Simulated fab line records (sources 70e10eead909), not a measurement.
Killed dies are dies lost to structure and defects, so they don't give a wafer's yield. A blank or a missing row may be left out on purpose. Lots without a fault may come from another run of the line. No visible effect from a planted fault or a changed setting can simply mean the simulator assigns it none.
Problem report, 8D (eight disciplines) form, completed by code | flow nand harc | the parts of the form that need people (team, actions taken, sign-off) are left out

== 1. PROBLEM STATEMENT ==
Mean of cd nm at NHARC_P_GATE_CD_MEAS_59: 712.0 nm across 6 wafers in 2 lots; on wafers with no fault it is 720.0 nm (standard deviation 1.4). Measured from the usual mean, that is -5.7 standard deviations.
The step: target cd 720 nm.
Seen first at day 8 13:02 on cd sem-03, wafer L225.2. At this step, 36 wafers from 12 lots have a number in the record. Rule for "out", or "out of limits": more than 4 standard deviations from the usual mean. All remaining wafers that have a number are taken as sound.

== 2. WHAT IT IS, WHAT IT ISN'T ==
question                    | is                     | is not
which readings at this step | cd nm                  | -
which lots                  | L225, L228             | L211, L214, L215, L216, L217, L219, L221, L224, L233, L234
which wafers of those lots  | all that have a number | -
read on which gauges        | cd sem-01, cd sem-03   | cd sem-02
when                        | from day 8 13:02       | up to then (21 sound wafers); but 9 sound wafers of L224, L233, L234 came after

== 3. THE SUSPECTS, EACH WITH WHAT RULES IT OUT ==
Counting: a tool at any process step up to the reading remains a suspect when it ran all the lots that are out and ran no sound lot after the first of those.
- the gauge at NHARC_P_GATE_CD_MEAS_59: ruled out. The wafers that are out were read on 2 gauges (cd sem-01, cd sem-03).
- litho track-05 at NHARC_P_GATE_PEB_57 (peb time 85 s): kept. Every lot that is out went through it, starting with L225 (day 8 12:57), and after that it ran no sound lot; the last sound lot it ran before then is L221 (day 7 20:38). Its own readings are out on those wafers: heater power total W, plate temp C.
After counting, what remains is litho track-05 at NHARC_P_GATE_PEB_57.

== 4. THE CAUSE (what the simulator had put in) ==
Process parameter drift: litho track-05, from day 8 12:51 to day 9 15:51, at NHARC_P_GATE_PEB_57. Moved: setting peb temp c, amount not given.
After counting, this tool was the only one left.

== 5. THE EFFECT CHAIN, in route order ==
One row per reading whose mean, taken over the struck wafers that have a number, lies over 3 standard deviations from the usual. Only readings for which the record gives a usual standard deviation are gone through. hours: the time from each lot's start at the first step in this table that gives one to its start at this step, as a median over the lots. sigmas: the change in usual standard deviations.
hours | step                    | reading              | usual    | on struck wafers | change | sigmas
0     | NHARC_P_GATE_PEB_57     | heater power total W | 164.00 W | 157.46           | -6.54  | -25
0     | NHARC_P_GATE_PEB_57     | plate temp C         | 118.02 C | 114.51           | -3.51  | -25
0     | NHARC_P_GATE_CD_MEAS_59 | cd nm                | 720.0 nm | 712.0            | -8.0   | -5.7
It contains these process steps:
- NHARC_P_GATE_PEB_57: peb time 85 s.

== 6. HOW IT WOULD HAVE BEEN CAUGHT EARLIER ==
Counted from the fault's start at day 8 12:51, it took 0 hours until the first out-of-limits reading at a measuring or inspecting step in this record, taken at day 8 13:02.
At NHARC_P_GATE_PEB_57, the tool's own readings (heater power total W, plate temp C) were out on each struck wafer the step has a row for, so an alarm limit on them would have fired on the first such wafer.
Lots out: 2; of these, L228 started NHARC_P_GATE_PEB_57 on litho track-05 after day 8 13:02. Had the tool been put on hold then, it would have been spared.
